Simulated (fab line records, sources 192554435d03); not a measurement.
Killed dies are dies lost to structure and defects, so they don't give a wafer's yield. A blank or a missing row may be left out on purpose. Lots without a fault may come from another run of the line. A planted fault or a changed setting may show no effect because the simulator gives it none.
fab line records | flow n5_finfet
record lots=7 wafers=39
route steps=1938 shown ZERO_LAYER@4 SD_EPI_N@273 HKMG_FIN@386 MOL_CONTACT_COAG@584 BEOL_M0_CUTY@711 BEOL_M1@794
start_h: hours from the record's first day to the start of the lot's first wafer shown | wait_h: hours since the lot's step before | " the same as in the row above | L1.1+2: a row that stands for several wafers | - no value, or no start given | * or withheld: withheld | < > ~ a bound
route shown NAME@n: a module of which the file shows steps, and the number in the route of the first | usual: mean/standard deviation of fault-free wafers | same: alike in all rows | chamber/n: place in a boat | sites: the reading at each site | _std_site: their standard deviation | _edge_site: outer sites' mean less inner sites' | radius_mm: how far each site lies from the wafer's centre | mask NAME#n: copy n | behind: the tool/chamber that last shaped the wafer | hold: why the lot was held/for how many hours/how that ended | device: the transistor (n, p or np) that didn't switch | end of line: the same wafers' tests at the end of the route | a step without rows: its recipe alone | killed: dies lost to structure and defects at the first sort, not the wafer's yield | map: a wafer's dies, x killed, . not, _ none there
set.NAME: the setting as run; set.NAME@STEP: as run at that earlier step | model.NAME: the simulator's own value behind a step, which no gauge read
lots whose settings were changed on purpose; a table a step, a row a wafer
## steps
# step N5_ZERO_LAYER_PECVD_02
# recipe material=SiO2 target_thk_a=100 temp_c=400 precursor=SiH4/N2O pressure_torr=0.75 rf_w=275 time_s=6
# columns lot.wafer tool chamber start_h wait_h set.time_s model.SiO2_of_ZERO_LAYER_PECVD_02.thk_nm
L076.1 pecvd-04 1 24.28 0.0 6 9.944
L076.2 " 2 " " 6 9.939
L076.3 " 0 " " 6 10.18
L076.4 " 1 " " 8.945 15.16
L076.5 " 2 " " 8.945 15.18
L076.6 " 0 " " 8.945 15.3
L079.1 pecvd-04 1 42.29 0.0 6 9.982
L079.2 " 2 " " 4.396 7.399
L079.3 " 0 " " 4.396 7.361
L079.4 " 0 " " 6 10.1
L079.5 " 1 " " 6 10
L079.6 " 2 " " 4.396 7.368
L083.1 pecvd-02 2 66.28 0.0 6 9.558
L083.2 " 0 " " 7.218 11.81
L083.3 " 1 " " 7.218 11.84
L083.4 " 2 " " 6 9.902
L083.5 " 1 " " 7.218 12.09
L083.6 " 0 " " 6 9.966
L084.1 pecvd-02 2 72.30 0.0 8.526 13.93
L084.2 " 1 " " 6 9.99
L084.3 " 0 " " 8.526 14.09
L084.4 " 0 " " 8.526 14.2
L084.5 " 2 " " 6 9.964
L084.6 " 1 " " 6 10.07
L085.1 pecvd-03 2 78.29 0.0 8.952 14.77
L085.2 " 1 " " 6 10.08
L085.3 " 0 " " 8.952 14.83
L085.4 " 2 " " 6 10.05
L085.5 " 0 " " 6 10.16
L085.6 " 1 " " 8.952 15.22
L094.1 pecvd-04 1 132.30 0.0 6 10.02
L094.3 " 0 " " 6 9.938
L094.5 " 0 " " 6 10.03
L095.1 pecvd-03 1 138.30 0.0 6 9.998
L095.2 " 0 " " 9.231 15.34
L095.3 " 2 " " 6 9.923
L095.4 " 2 " " 9.231 15.43
L095.5 " 0 " " 9.231 15.64
L095.6 " 1 " " 6 10.17
# step N5_SD_EPI_N_DESCUM_14
# recipe chemistry=O2 time_s=7.9 source_power_w=50 bias_power_w=20 pressure_mtorr=20 rf_frequency_hz=2.712e+07 temp_c=40 resist=CAR-ArF-block o2_flow_sccm=225
# columns lot.wafer tool chamber start_h wait_h set.time_s model.CAR-ArF-block_of_SD_EPI_N_COAT_03.thk_nm
L076.1+6 rie_diel-05 2,3 61.27 0.0 7.9 144.4
L076.2 " 0 " " 7.9 144.2
L076.3+4 " 3,1 " " 7.9 144
L076.5 " 0 " " 7.9 144.6
L079.1+6 rie_diel-01 3,2 79.25 0.0 7.9 142.8
L079.2 " 1 " " 7.9 142.2
L079.3 " 2 " " 7.9 142.6
L079.4+5 " 0,1 " " 7.9 143.2
L083.1+3 rie_diel-03 3,2 105.04 0.0 7.9 144.2
L083.2+4+6 " 0,1,1 " " 6.203 145.4
L083.5 " 0 " " 7.9 144
L084.1 rie_diel-01 3 110.97 0.0 5.213 145.6
L084.2 " 2 " " 5.213 145
L084.3 " 1 " " 7.9 143.8
L084.4 " 2 " " 7.9 143.6
L084.5 " 1 " " 5.213 145.2
L084.6 " 3 " " 7.9 143.4
L085.1+2+3+6 rie_diel-01 1,3,2,2 118.11 0.2 7.9 143.2
L085.4+5 " 1,3 " " 7.9 143.4
L094.1 rie_diel-03 3 169.60 0.0 7.9 143
L094.3 " 3 " " 7.9 143.2
L094.5 " 1 " " 7.9 143.6
L095.1 rie_diel-05 0 173.77 0.0 7.9 142.8
L095.2+3 " 2,3 " " 10.19 141.8
L095.4 " 1 " " 10.19 141.6
L095.5 " 1 " " 7.9 143.4
L095.6 " 2 " " 7.9 143.2
# step N5_SD_EPI_N_ETCH_34
# recipe chemistry=CF4 target=SiARC target_depth_a=455 mask_material=CAR-ArF-block time_s=75.8 ion_energy_ev=80 pressure_mtorr=40 source_w=545 bias_w=36 Ar_flow_sccm=100 cf4_flow_sccm=100 ends=cleared
# columns lot.wafer tool chamber start_h wait_h set.time_s@SD_EPI_N_DESCUM_14 model.CAR-ArF-block_of_SD_EPI_N_COAT_03.thk_nm
L076.1+2+6 rie_diel-05 2,0,3 61.30 0.0 7.9 111.6
L076.3 " 3 " " 7.9 111.4
L076.4 " 1 " " 7.9 111.2
L076.5 " 0 " " 7.9 111.8
L079.1+6 rie_diel-01 3,2 79.28 0.0 7.9 110.6
L079.2 " 1 " " 7.9 109.8
L079.3 " 2 " " 7.9 110.2
L079.4 " 0 " " 7.9 111
L079.5 " 1 " " 7.9 110.8
L083.1+3 rie_diel-03 3,2 105.07 0.0 7.9 111.6
L083.2+4+6 " 0,1,1 " " 6.203 112.8
L083.5 " 0 " " 7.9 111.4
L084.1 rie_diel-01 3 111.01 0.0 5.213 113
L084.2+5 " 2,1 " " 5.213 112.4
L084.3+4 " 1,2 " " 7.9 111
L084.6 " 3 " " 7.9 110.8
L085.1+4+6 rie_diel-01 1,1,2 118.15 0.0 7.9 110.8
L085.2+5 " 3 " " 7.9 111
L085.3 " 2 " " 7.9 110.6
L094.1 rie_diel-03 3 169.65 0.0 7.9 110.4
L094.3 " 3 " " 7.9 110.6
L094.5 " 1 " " 7.9 111.2
L095.1 rie_diel-05 0 173.80 0.0 7.9 110.4
L095.2+3 " 2,3 " " 10.19 109.4
L095.4 " 1 " " 10.19 109.2
L095.5+6 " 1,2 " " 7.9 110.8
# step N5_HKMG_FIN_HK_ALD_01
# recipe material=HfO2 target_thk_a=16 temp_c=withheld ald_precursor_family=HfCl4 ald_co_reactant=H2O pulse_time_s=3 purge_time_s=3 co_reactant_purge_time_s=2.5 co_reactant_pulse_time_s=0.3 ald_cycles=30
# columns lot.wafer tool chamber start_h wait_h set.ald_cycles model.HfO2_of_HKMG_FIN_HK_ALD_01.thk_nm
L076.1+3+6 ald_hk-02 3,0,0 84.29 0.0 48 2.6
L076.2+4+5 " 2,1,3 " " 30 1.6
L079.1+5+6 ald_hk-03 0,2,1 103.45 0.0 30 1.6
L079.2+3+4 " 2,1,3 " " 46 2.4
L083.1+5+6 ald_hk-03 1,0,3 127.45 0.0 18 1
L083.2+3+4 " 0,2,3 " " 30 1.6
L084.1+4+5 ald_hk-02 2,1,3 133.04 0.0 22 1.2
L084.2+3+6 " 0,3,0 " " 30 1.6
L085.1+4+5 ald_hk-03 3,0,2 139.12 0.1 48 2.6
L085.2+3+6 " 2,1,3 " " 30 1.6
L094.1+3+5 ald_hk-03 3,1,2 191.56 0.0 30 1.6
L095.1+2+3+4+5+6 ald_hk-01 3,2,1,0,1,0 195.04 0.1 30 1.6
# step N5_HKMG_FIN_HK_ANNEAL_02
# recipe temp_c=700 time_s=30 ambient=N2 idle_temp_c=600 ramp_up_c_per_s=150 ramp_down_c_per_s=60 cool_to_c=600
# step N5_HKMG_FIN_ALD_74
# recipe material=La2O3 target_thk_a=5 temp_c=250 ald_precursor_family=La-Cp ald_co_reactant=O3 pulse_time_s=6 co_reactant_pulse_time_s=1 purge_time_s=3 co_reactant_purge_time_s=3
# step N5_HKMG_FIN_WET_ETCH_82
# recipe chemistry=dHCl mix=1:10000 temp_c=25 target=La2O3 stop_on=HfO2 target_depth_nm=2 dry=ipa_marangoni rinse_time_s=30 rinse_temp_c=23
# step N5_HKMG_FIN_ALD_36
# recipe material=TiN target_thk_a=10 temp_c=400 ald_precursor_family=TiCl4 ald_co_reactant=NH3 pulse_time_s=1 purge_time_s=3 co_reactant_purge_time_s=2 co_reactant_pulse_time_s=2 ald_cycles=47 pressure_torr=3
# step N5_HKMG_FIN_THK_MEAS_70
# recipe thk_meas_gauge=xrf reads=HfO2_of_HKMG_FIN_HK_ALD_01
# usual HK_THK=1.589/0.019
# columns lot.wafer tool chamber start_h wait_h set.ald_cycles@HKMG_FIN_HK_ALD_01 HK_THK[nm]
L076.1 film_metro-01 - 87.92 0.2 48 2.553
L076.2 " - " " 30 1.581
L076.3 " - " " 48 2.540
L076.4 " - " " 30 1.589
L076.5 " - " " 30 1.574
L076.6 " - " " 48 2.545
L079.1 film_metro-01 - 106.84 0.2 30 1.602
L079.2 " - " " 46 2.448
L079.3 " - " " 46 2.420
L079.4 " - " " 46 2.472
L079.5 " - " " 30 1.603
L079.6 " - " " 30 1.574
L083.1 film_metro-02 - 130.96 0.2 18 0.984
L083.2 " - " " 30 1.619
L083.3 " - " " 30 1.576
L083.4 " - " " 30 1.622
L083.5 " - " " 18 0.969
L083.6 " - " " 18 0.979
L084.1 film_metro-01 - 136.78 0.2 22 1.152
L084.2 " - " " 30 1.581
L084.3 " - " " 30 1.589
L084.4 " - " " 22 1.149
L084.5 " - " " 22 1.168
L084.6 " - " " 30 1.565
L085.1 film_metro-01 - 143.12 0.2 48 2.541
L085.2 " - " " 30 1.581
L085.3 " - " " 30 1.595
L085.4 " - " " 48 2.541
L085.5 " - " " 48 2.550
L085.6 " - " " 30 1.577
L094.1 film_metro-01 - 194.94 0.2 30 1.588
L094.3 " - " " 30 1.590
L094.5 " - " " 30 1.577
L095.1 film_metro-02 - 198.71 0.2 30 1.614
L095.2 " - " " 30 1.595
L095.3 " - " " 30 1.573
L095.4 " - " " 30 1.590
L095.5 " - " " 30 1.608
L095.6 " - " " 30 1.587
# step N5_MOL_CONTACT_COAG_ETCHBACK_135
# recipe chemistry=CHF3 target=SiO2 target_depth_a=250 time_s=16.7 ion_energy_ev=200 pressure_mtorr=30 source_w=610 bias_w=170 Ar_flow_sccm=200 CHF3_flow_sccm=50
# columns lot.wafer tool chamber start_h wait_h set.target_depth_a model.SOC_of_MOL_CONTACT_COAG_COAT_75.thk_nm
L076.1+6 rie_diel-03 0 112.12 0.0 175 58
L076.2 " 2 " " 175 57.8
L076.3+5 " 1,3 " " 250 57
L076.4 " 3 " " 250 57.2
L079.1+2 rie_diel-03 1,0 129.82 0.0 340.4 56.2
L079.3 " 2 " " 340.4 56.4
L079.4+5+6 " 3,2,3 " " 250 57.2
L083.1 rie_diel-05 0 155.11 0.0 250 57.4
L083.2+4 " 2,3 " " 250 57.2
L083.3+6 " 1,2 " " 358.8 56.2
L083.5 " 3 " " 358.8 56
L084.1+2+6 rie_diel-03 3,1,3 158.92 0.0 183.3 57.8
L084.3+4+5 " 2,2,1 " " 250 57.2
L085.1+2+5 rie_diel-05 2,3,2 169.75 0.0 340.5 56.6
L085.3 " 1 " " 250 57.6
L085.4 " 0 " " 250 57.4
L085.6 " 1 " " 250 57.8
L094.1 rie_diel-05 1 224.32 0.0 250 57.4
L094.3+5 " 0 " " 250 57.6
L095.1 rie_diel-01 1 224.47 0.0 103.2 59
L095.2+3+5 " 0,3,1 " " 250 57.4
L095.4 " 2 " " 103.2 58.8
L095.6 " 0 " " 103.2 58.6
# step N5_MOL_CONTACT_COAG_STRIP_118
# recipe chemistry=CHF3 resist=SiARC rf_frequency_hz=6e+07
# step N5_MOL_CONTACT_COAG_VIA_ETCH_46
# recipe chemistry=C4F6/O2 target_depth_a=460 overetch_a=92 mask_material=SOC target=SiO2 bias_w=455 pressure_mtorr=10 time_s=40 source_w=325 Ar_flow_sccm=300 C4F6_flow_sccm=10 O2_flow_sccm=10 ion_energy_ev=575.3 ends=end_point
# columns lot.wafer tool chamber start_h wait_h set.target_depth_a@MOL_CONTACT_COAG_ETCHBACK_135 model.SOC_of_MOL_CONTACT_COAG_COAT_75.thk_nm
L076.1+6 rie_diel-03 0 112.15 0.0 175 51.6
L076.2 " 2 " " 175 51.2
L076.3 " 1 " " 250 50.2
L076.4+5 " 3 " " 250 50.4
L079.1 rie_diel-03 1 129.85 0.0 340.4 49.4
L079.2+3 " 0,2 " " 340.4 49.8
L079.4+6 " 3 " " 250 50.4
L079.5 " 2 " " 250 50.6
L083.1 rie_diel-05 0 155.15 0.0 250 50.8
L083.2+4 " 2,3 " " 250 50.6
L083.3 " 1 " " 358.8 49.8
L083.5 " 3 " " 358.8 49.2
L083.6 " 2 " " 358.8 49.6
L084.1+6 rie_diel-03 3 158.96 0.0 183.3 51
L084.2 " 1 " " 183.3 50.8
L084.3+4 " 2 " " 250 50.6
L084.5 " 1 " " 250 50.2
L085.1+2+5 rie_diel-05 2,3,2 169.79 0.0 340.5 49.8
L085.3+6 " 1 " " 250 51.2
L085.4 " 0 " " 250 50.8
L094.1+3+5 rie_diel-05 1,0,0 224.35 0.0 250 51
L095.1+4 rie_diel-01 1,2 224.51 0.0 103.2 52
L095.2 " 0 " " 250 50.8
L095.3 " 3 " " 250 50.4
L095.5 " 1 " " 250 50.6
L095.6 " 0 " " 103.2 52.2
# step N5_BEOL_M0_CUTY_DESCUM_61
# recipe chemistry=O2 time_s=7.9 source_power_w=50 bias_power_w=20 pressure_mtorr=20 rf_frequency_hz=2.712e+07 temp_c=40 resist=CAR-ArF-block o2_flow_sccm=225
# columns lot.wafer tool chamber start_h wait_h set.time_s model.CAR-ArF-block_of_BEOL_M0_CUTY_COAT_51.thk_nm
L076.1+3 rie_diel-05 3,0 124.62 0.0 11.63 141.4
L076.2 " 2 " " 7.9 144
L076.4 " 1 " " 7.9 143
L076.5 " 2 " " 11.63 141.2
L076.6 " 1 " " 7.9 143.2
L079.1 rie_diel-01 0 142.82 0.0 4.763 145.6
L079.2 " 3 " " 4.763 145.2
L079.3+4 " 2,1 " " 7.9 143.6
L079.5 " 0 " " 4.763 145.8
L079.6 " 3 " " 7.9 143.4
L083.1+4 rie_diel-05 3,0 167.75 0.0 10.41 142
L083.2 " 1 " " 7.9 143.2
L083.3 " 2 " " 7.9 143.4
L083.5 " 0 " " 10.41 142.2
L083.6 " 3 " " 7.9 143
L084.1 rie_diel-01 2 173.09 0.1 7.9 143.2
L084.2 " 1 " " 5.821 145
L084.3 " 0 " " 7.9 144
L084.4 " 3 " " 5.821 144.6
L084.5 " 3 " " 5.821 144.8
L084.6 " 2 " " 7.9 143.6
L085.1+3 rie_diel-03 3,1 184.31 0.0 7.9 143.4
L085.2 " 0 " " 7.9 143.6
L085.4+6 " 2,1 " " 5.9 144.8
L085.5 " 0 " " 5.9 144.6
L094.1 rie_diel-05 0 239.36 0.1 7.9 144
L094.3 " 2 " " 7.9 143.4
L094.5 " 0 " " 7.9 143.6
L095.1 rie_diel-03 0 242.32 0.0 7.9 144
L095.2+4 " 1,3 " " 5.819 145.2
L095.3 " 2 " " 7.9 143.8
L095.5 " 2 " " 7.9 144.2
L095.6 " 1 " " 5.819 144.8
# step N5_BEOL_M1_ETCH_70
# recipe chemistry=N2/H2 target=SOC target_depth_a=800 overetch_a=160 mask_material=SiARC temp_c=40 time_s=120 ion_energy_ev=200 pressure_mtorr=30 source_w=840 bias_w=150 n2_flow_sccm=200 h2_flow_sccm=200
# columns lot.wafer tool chamber start_h wait_h set.time_s model.etch.depth_nm model.SiARC_of_BEOL_M1_COAT_68.thk_nm
L076.1 rie_diel-04 2 147.25 0.0 120 59.94 6.8
L076.2+3 " 0,1 " " 120 59.96 6.2
L076.4 " 3 " " 120 60.03 6.4
L076.5 " 3 " " 120 60.1 6.6
L076.6 " 2 " " 120 59.97 6.6
L079.1 rie_diel-04 1 161.38 0.0 120 60.19 6
L079.2 " 0 " " 120 59.91 6.2
L079.3 " 2 " " 62.58 47.38 9.2
L079.4 " 3 " " 62.58 49.84 9.2
L079.5 " 3 " " 62.58 49.82 9.2
L079.6 " 0 " " 120 59.96 6.2
L083.1 rie_diel-02 3 190.63 0.0 87.36 59.99 7.8
L083.2 " 0 " " 120 59.95 6.4
L083.3 " 1 " " 87.36 59.93 7.6
L083.4 " 0 " " 120 60.11 6.4
L083.5 " 1 " " 120 59.88 6.2
L083.6 " 3 " " 87.36 60.02 7.8
L084.1 rie_diel-02 1 193.04 0.0 66.92 54.92 8.8
L084.2 " 0 " " 120 59.82 6.4
L084.3 " 3 " " 120 59.57 6.2
L084.4 " 0 " " 120 59.85 6.4
L084.5 " 1 " " 66.92 54.58 8.8
L084.6 " 3 " " 66.92 53.44 8.8
L085.1 rie_diel-04 2 196.48 0.0 120 60.1 6.8
L085.2 " 0 " " 171.6 60.04 3.8
L085.3 " 1 " " 120 60.1 6.2
L085.4 " 3 " " 120 60.01 6.4
L085.5 " 3 " " 171.6 60.12 4
L085.6 " 0 " " 171.6 59.98 3.8
L094.1 rie_diel-06 2 257.31 0.0 120 60.17 6.4
L094.3 " 3 " " 120 60.31 6.6
L094.5 " 2 " " 120 60.25 6.4
L095.1 rie_diel-02 3 258.24 0.0 120 60.13 6.2
L095.2 " 2 " " 80.43 60.21 8.6
L095.3 " 0 " " 120 60.04 6.4
L095.4 " 1 " " 120 59.92 6.2
L095.5 " 0 " " 80.43 60.08 8.2
L095.6 " 1 " " 80.43 60.23 8
# step N5_BEOL_M1_STRIP_71
# recipe chemistry=N2/H2 temp_c=40 n2_flow_sccm=200 h2_flow_sccm=200 rf_frequency_hz=6e+07
# step N5_BEOL_M1_STRIP_78
# recipe chemistry=N2/H2 temp_c=40 n2_flow_sccm=200 h2_flow_sccm=200 rf_frequency_hz=6e+07
# step N5_BEOL_M1_VIA_ETCH_34
# recipe chemistry=C4F6/O2 target_depth_a=678 mask_material=SOC pressure_mtorr=15 ion_energy_ev=250 taper_deg=4 time_s=64.4 source_w=350 bias_w=170 Ar_flow_sccm=300 C4F6_flow_sccm=10 O2_flow_sccm=10
# columns lot.wafer tool chamber start_h wait_h set.time_s@BEOL_M1_ETCH_70 model.BEOL_M1.cd_nm
L076.1+6 rie_diel-04 2 147.35 0.0 120 17.8
L076.2+3+5 " 0,1,3 " " 120 18.2
L076.4 " 3 " " 120 18.4
L079.1 rie_diel-04 1 161.48 0.0 120 17.8
L079.2+6 " 0 " " 120 18.2
L079.3 " 2 " " 62.58 16.4
L079.4 " 3 " " 62.58 17
L079.5 " 3 " " 62.58 16.8
L083.1+3 rie_diel-02 3,1 190.73 0.0 87.36 17.4
L083.2 " 0 " " 120 18.4
L083.4 " 0 " " 120 18.2
L083.5 " 1 " " 120 18
L083.6 " 3 " " 87.36 17.6
L084.1+5+6 rie_diel-02 1,1,3 193.14 0.0 66.92 17
L084.2+3 " 0,3 " " 120 18.2
L084.4 " 0 " " 120 18.4
L085.1 rie_diel-04 2 196.58 0.0 120 17.6
L085.2 " 0 " " 171.6 19.2
L085.3+4 " 1,3 " " 120 18.2
L085.5 " 3 " " 171.6 19
L085.6 " 0 " " 171.6 18.6
L094.1 rie_diel-06 2 257.41 0.0 120 18.4
L094.3+5 " 3,2 " " 120 18.2
L095.1 rie_diel-02 3 258.34 0.0 120 18
L095.2 " 2 " " 80.43 18
L095.3 " 0 " " 120 18.4
L095.4 " 1 " " 120 18.2
L095.5+6 " 0,1 " " 80.43 17.4
## key
split step=N5_ZERO_LAYER_PECVD_02 setting=time_s stated=6 by=wafer
response step=N5_ZERO_LAYER_PECVD_02 reading=model.SiO2_of_ZERO_LAYER_PECVD_02.thk_nm change=+0.101 per=1% r=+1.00
split step=N5_SD_EPI_N_DESCUM_14 setting=time_s stated=7.9 by=wafer
response step=N5_SD_EPI_N_DESCUM_14 reading=model.CAR-ArF-block_of_SD_EPI_N_COAT_03.thk_nm change=-0.0506 per=1% r=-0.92
response step=N5_SD_EPI_N_ETCH_34 reading=model.CAR-ArF-block_of_SD_EPI_N_COAT_03.thk_nm change=-0.0498 per=1% r=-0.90
split step=N5_HKMG_FIN_HK_ALD_01 setting=ald_cycles stated=30 by=wafer
response step=N5_HKMG_FIN_HK_ALD_01 reading=model.HfO2_of_HKMG_FIN_HK_ALD_01.thk_nm change=+0.016 per=1% r=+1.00
response step=N5_HKMG_FIN_THK_MEAS_70 reading=HK_THK change=+0.016 per=1% r=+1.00
split step=N5_MOL_CONTACT_COAG_ETCHBACK_135 setting=target_depth_a stated=250 by=wafer
response step=N5_MOL_CONTACT_COAG_ETCHBACK_135 reading=model.SOC_of_MOL_CONTACT_COAG_COAT_75.thk_nm change=-0.0254 per=1% r=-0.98
response step=N5_MOL_CONTACT_COAG_VIA_ETCH_46 reading=model.SOC_of_MOL_CONTACT_COAG_COAT_75.thk_nm change=-0.0268 per=1% r=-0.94
split step=N5_BEOL_M0_CUTY_DESCUM_61 setting=time_s stated=7.9 by=wafer
response step=N5_BEOL_M0_CUTY_DESCUM_61 reading=model.CAR-ArF-block_of_BEOL_M0_CUTY_COAT_51.thk_nm change=-0.0445 per=1% r=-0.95
split step=N5_BEOL_M1_ETCH_70 setting=time_s stated=120 by=wafer
response step=N5_BEOL_M1_ETCH_70 reading=model.etch.depth_nm shape=bent at_lowest=49.01 at_stated=60.01 at_highest=60.05
response step=N5_BEOL_M1_ETCH_70 reading=model.SiARC_of_BEOL_M1_COAT_68.thk_nm change=-0.0595 per=1% r=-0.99
response step=N5_BEOL_M1_VIA_ETCH_34 reading=model.BEOL_M1.cd_nm change=+0.0252 per=1% r=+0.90
